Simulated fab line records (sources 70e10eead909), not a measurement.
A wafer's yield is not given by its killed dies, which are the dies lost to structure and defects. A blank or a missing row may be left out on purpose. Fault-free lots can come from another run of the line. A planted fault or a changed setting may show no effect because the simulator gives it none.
Which tool is to blame? | flow nand harc | 18 wafers from 6 lots sampled at 4 of the route's 1159 steps

WHAT THE GAUGES SHOWED, per wafer
NHARC_A_CONTACT_INSPECT_23.
lot  | measured     | on                | raw defect count
L713 | day 18 06:22 | defect inspect-02 | 436 360 353
L718 | day 19 08:16 | defect inspect-02 | 496 342 472
L719 | day 19 15:38 | defect inspect-01 | 518 622 365
L722 | day 20 12:19 | defect inspect-01 | 2630 2576 2527
L725 | day 21 20:50 | defect inspect-01 | 282 301 449
L732 | day 23 03:26 | defect inspect-01 | 393 300 387

TOOL THAT RAN EACH LOT (tool first, then ch and the chambers of the sampled wafers, then the start)
lot  | NHARC_A_CONTACT_ETCH_137             | NHARC_A_CONTACT_ETCH_110           | NHARC_A_CONTACT_CMP_20
L713 | har cap etch-03 ch 0,1, day 18 01:19 | rie diel-01 ch 1,3, day 18 02:28   | cmp-01 ch 0,1,2, day 18 05:58
L718 | har cap etch-03 ch 1, day 19 01:43   | rie diel-03 ch 0,1,2, day 19 02:51 | cmp-04 ch 0,3, day 19 07:52
L719 | har cap etch-01 ch 0,1, day 19 12:17 | rie diel-01 ch 0,1,3, day 19 13:29 | cmp-01 ch 0,1, day 19 15:14
L722 | har cap etch-01 ch 0,1, day 20 00:13 | rie diel-03 ch 0,3, day 20 01:20   | cmp-04 ch 0,1, day 20 11:56
L725 | har cap etch-01 ch 0,1, day 21 13:00 | rie diel-04 ch 1,2, day 21 14:18   | cmp-01 ch 2,3, day 21 20:26
L732 | har cap etch-03 ch 0,1, day 22 18:22 | rie diel-03 ch 1,2, day 22 19:29   | cmp-01 ch 0,1, day 23 03:02
- NHARC_A_CONTACT_ETCH_137: etches the open film in C4F8/O2/Ar, time 132 s, target depth 1287 nm.
- NHARC_A_CONTACT_ETCH_110: etches the open film in CF4/O2, target depth 50 nm, overetch 5 nm, time 27.5 s.
- NHARC_A_CONTACT_CMP_20: polishes, t overpolish 30 s, target thk 300 nm.

THE ANSWER, worked out from the rows above alone
Rule: the usual values come from the lots themselves. The widest of any qualifying gaps counts: lots, ordered by their means at a reading, are off when they make up no more than a third of the lots, leave a main group of 4 or more, and stand apart from it by 3 or more times the standard deviation of that group's means. If all means in a main group match to the digits the tables above print for the reading, that group is not used. A lot without any number at a reading at which 4 lots or more have one is off too. The other lots that the step has rows for count as sound.
Off, at NHARC_A_CONTACT_INSPECT_23 on raw defect count: L722. The main group has a mean of 405 with a standard deviation of 58.
A tool fits if, at a process step before that reading, it ran every lot that is off, and no sound lot after the first of them. The gauges at NHARC_A_CONTACT_INSPECT_23 are tried like those tools. One fits: NHARC_A_CONTACT_CMP_20 on cmp-04. A fault onset in the window from L718 (day 19 07:52, its last sound lot) to L722 (day 20 11:56, its first lot off) fits.

WHAT THE SIMULATOR HAD INSERTED
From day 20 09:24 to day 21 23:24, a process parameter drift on cmp-04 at NHARC_A_CONTACT_CMP_20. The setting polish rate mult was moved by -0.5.
Struck lots among those shown: L722. The rule given above showed the same thing.
